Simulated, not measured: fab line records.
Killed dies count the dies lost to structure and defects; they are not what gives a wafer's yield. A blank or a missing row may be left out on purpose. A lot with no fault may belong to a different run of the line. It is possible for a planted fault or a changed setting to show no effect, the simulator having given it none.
Matching of chambers + flow n5_finfet + rie_diel-01 running N5_FIN_SAQP_ETCH_34: 4 sister chambers
The step etches SiO2 in C4F6/O2, target depth 45 nm, time 15 s. 18 wafers are shown with their chamber, then 9 later ones without.

== WAFERS PAIRED WITH THEIR CHAMBERS ==
| wafer  | chamber | drypump_motor_current_A (A) | showerhead_plenum_p_Torr (Torr) | rf_vpp_V (V) |
|--------|---------|-----------------------------|---------------------------------|--------------|
| L075.1 | 2       | 5.8                         | 2.82                            | 668          |
| L075.3 | 1       | 5.6                         | 2.90                            | 663          |
| L075.6 | 1       | 5.6                         | 2.90                            | 663          |
| L076.1 | 1       | 5.6                         | 2.90                            | 665          |
| L076.2 | 2       | 5.8                         | 2.82                            | 668          |
| L076.3 | 0       | 5.0                         | 2.80                            | 673          |
| L079.1 | 3       | 5.2                         | 2.80                            | 680          |
| L079.4 | 2       | 5.8                         | 2.82                            | 667          |
| L079.6 | 0       | 5.1                         | 2.80                            | 673          |
| L085.4 | 1       | 5.6                         | 2.90                            | 663          |
| L085.5 | 3       | 5.2                         | 2.80                            | 681          |
| L085.6 | 0       | 5.1                         | 2.79                            | 672          |
| L086.1 | 3       | 5.2                         | 2.79                            | 681          |
| L086.3 | 0       | 5.1                         | 2.79                            | 673          |
| L086.4 | 2       | 5.8                         | 2.81                            | 668          |
| L088.1 | 3       | 5.2                         | 2.79                            | 680          |
| L088.2 | 2       | 5.7                         | 2.81                            | 668          |
| L088.6 | 2       | 5.8                         | 2.81                            | 667          |

SIGNATURES, as means of the wafers listed above
| reading                  | chamber 0 | chamber 1 | chamber 2 | chamber 3 | scatter within a chamber |
|--------------------------|-----------|-----------|-----------|-----------|--------------------------|
| drypump_motor_current_A  | 5.075     | 5.600     | 5.783     | 5.200     | 0.0336                   |
| showerhead_plenum_p_Torr | 2.7950    | 2.9000    | 2.8150    | 2.7950    | 0.005                    |
| rf_vpp_V                 | 672.75    | 663.50    | 667.67    | 680.50    | 0.659                    |
Rule: for a wafer and a chamber, the distance is found by dividing, reading by reading, the gap between the wafer's reading and the chamber's mean by the reading's scatter, squaring, summing and taking the root. If the next closest chamber is less than 2 further off than the closest, the wafer can't be placed; otherwise it belongs to the closest. The scatter: the root of (the sum of the squares of (reading less its chamber's mean) over the shown wafers, divided by (wafers less chambers)).

== WAFERS WITHOUT THEIR CHAMBER ==
| wafer  | drypump_motor_current_A (A) | showerhead_plenum_p_Torr (Torr) | rf_vpp_V (V) |
|--------|-----------------------------|---------------------------------|--------------|
| L092.1 | 5.2                         | 2.79                            | 679          |
| L092.2 | 5.8                         | 2.80                            | 668          |
| L092.6 | 5.8                         | 2.80                            | 668          |
| L093.1 | 5.1                         | 2.78                            | 672          |
| L093.3 | 5.8                         | 2.80                            | 668          |
| L093.4 | 5.8                         | 2.80                            | 666          |
| L095.2 | 5.8                         | 2.80                            | 667          |
| L095.3 | 5.1                         | 2.78                            | 672          |
| L095.5 | 5.8                         | 2.80                            | 667          |

== WHICH CHAMBER EACH ONE RAN IN ==
| wafer  | from the rows above | in truth |
|--------|---------------------|----------|
| L092.1 | 3                   | 3        |
| L092.2 | 2                   | 2        |
| L092.6 | 2                   | 2        |
| L093.1 | 0                   | 0        |
| L093.3 | 2                   | 2        |
| L093.4 | 2                   | 2        |
| L095.2 | 2                   | 2        |
| L095.3 | 0                   | 0        |
| L095.5 | 2                   | 2        |
Placed correctly: 9 of 9. From these rows, 0 cannot be placed. Placed wrongly: 0.
